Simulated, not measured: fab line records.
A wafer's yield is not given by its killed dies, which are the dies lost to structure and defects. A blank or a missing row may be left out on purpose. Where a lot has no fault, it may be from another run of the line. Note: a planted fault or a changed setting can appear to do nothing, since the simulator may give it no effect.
Comparing a struck lot with a sound one / flow n5-finfet / 15 out of 1938 route steps
Sound: these wafers, L344.2, L344.4, L344.6. Struck: wafer L357.6. (L357.3, L357.5 of the same lot were not struck and are left out.) The cause comes at the end.
Order at every step that has rows: each side's tool, ch and its chambers, its first start. Under that, the readings that differ: sound wafers / struck wafers / difference of the means / sigmas: that difference in standard deviations of wafers without a fault.
alike: a reading whose means differ by less than 2 such deviations, as well as words and numbers matching on both sides. not compared: withheld readings; readings where some wafer has no value; bounds like >300 that might hide an equal value; numbers whose values overlap and for which the record gives no deviation.
Wherever a step has rows on one side only, a row that says differs or no value, or a row with sigmas, the two part there. Numbers that have no deviation but don't overlap get no sigmas and don't part them. A reading that every wafer of one side lacks parts them only if that side has two wafers or more.

first, 8 steps without rows for these wafers: N5_BEOL_M3_COAT_62 (time 60 s, resist thk 12 nm); N5_BEOL_M3_COAT_73 (time 60 s, resist thk 5 nm); N5_BEOL_M3_COAT_05 (resist thk 30 nm); N5_BEOL_M3_EBR_07; N5_BEOL_M3_SOFTBAKE_06 (time 60 s); N5_BEOL_M3_EXPOSE_08 (exposes mask M3); N5_BEOL_M3_PEB_09 (peb time 60 s); N5_BEOL_M3_DEVELOP_10 (develop time 30 s).
N5_BEOL_M3_CD_MEAS_11 targets a cd of 17.05 nm.
  sound on cd-sem-03 ch 0, day 9 19:17; struck on cd-sem-03 ch 0, day 12 21:52
  alike: cd-nm
N5_BEOL_M3_OVL_MEAS_12:
  sound on overlay-02 ch 0, day 9 19:19; struck on overlay-02 ch 0, day 12 21:55
reading=M3_OVL (nm); sound=-1.3 -0.7 -0.5; struck=0.9; difference=+1.7; sigmas=+3
N5_BEOL_M3_INSPECT_13: inspects for defects (brightfield).
  sound on defect-inspect-02, day 9 19:22; struck on defect-inspect-01, day 12 21:57
  alike: raw-defect-count
N5_BEOL_M3_DESCUM_16: chemistry O2, time 7 s.
  sound on rie-diel-05 ch 1,2, day 9 19:25; struck on rie-diel-05 ch 0, day 12 21:59
reading=throttle-valve-pct (%); sound=20.76 20.65 20.78; struck=20.09; difference=-0.64; sigmas=-3
  alike: bias-power-w, drypump-motor-current-A, oes-product-au, rf-vpp-V, showerhead-plenum-p-Torr
  not compared: rf-hours-counter-h
N5_BEOL_M3_ETCH_74: etches underlayer in N2/H2, target depth 6.5 nm, time 5.2 s.
  sound on rie-diel-05 ch 1,2, day 9 19:26; struck on rie-diel-05 ch 0, day 12 22:01
reading=bias-w (W); sound=150.8 150.8 150.3; struck=149.6; difference=-1.0; sigmas=-2
reading=etch-rf-on-time-s (s); sound=5.10 5.16 5.07; struck=6.58; difference=+1.47; sigmas=+17
reading=throttle-valve-pct (%); sound=18.31 18.16 18.33; struck=17.52; difference=-0.75; sigmas=-3
  alike: drypump-motor-current-A, h2-flow-sccm, oes-product-au, rf-vpp-V, showerhead-plenum-p-Torr
  not compared: rf-hours-counter-h
N5_BEOL_M3_ETCH_63: etches SiARC in CF4, target depth 15.6 nm, time 26 s.
  sound on rie-diel-05 ch 1,2, day 9 19:28; struck on rie-diel-05 ch 0, day 12 22:02
reading=oes-product-au (a.u.); sound=0.63 0.63 0.63; struck=0.78; difference=+0.15; sigmas=+2
reading=throttle-valve-pct (%); sound=15.97 15.79 15.96; struck=15.20; difference=-0.71; sigmas=-3
  alike: bias-w, drypump-motor-current-A, etch-rf-on-time-s, rf-vpp-V, showerhead-plenum-p-Torr
  not compared: rf-hours-counter-h
N5_BEOL_M4_RC_MEAS_101:
  sound on prober-01 ch 0, day 10 14:41; struck on prober-02 ch 0, day 13 19:29
reading=DIBL_P (mV/V); sound=35.1 37.1 36.9; struck=39.9; difference=+3.5; sigmas=+2
  alike: DIBL_N, IOFF_N, IOFF_P, ION_N, ION_P, SS_N, SS_P, VT_N, VT_P

== WHERE THEY PART ==
Earliest at N5_BEOL_M3_OVL_MEAS_12; latest, in this record, at N5_BEOL_M4_RC_MEAS_101.

WHY: whatever the simulator had introduced
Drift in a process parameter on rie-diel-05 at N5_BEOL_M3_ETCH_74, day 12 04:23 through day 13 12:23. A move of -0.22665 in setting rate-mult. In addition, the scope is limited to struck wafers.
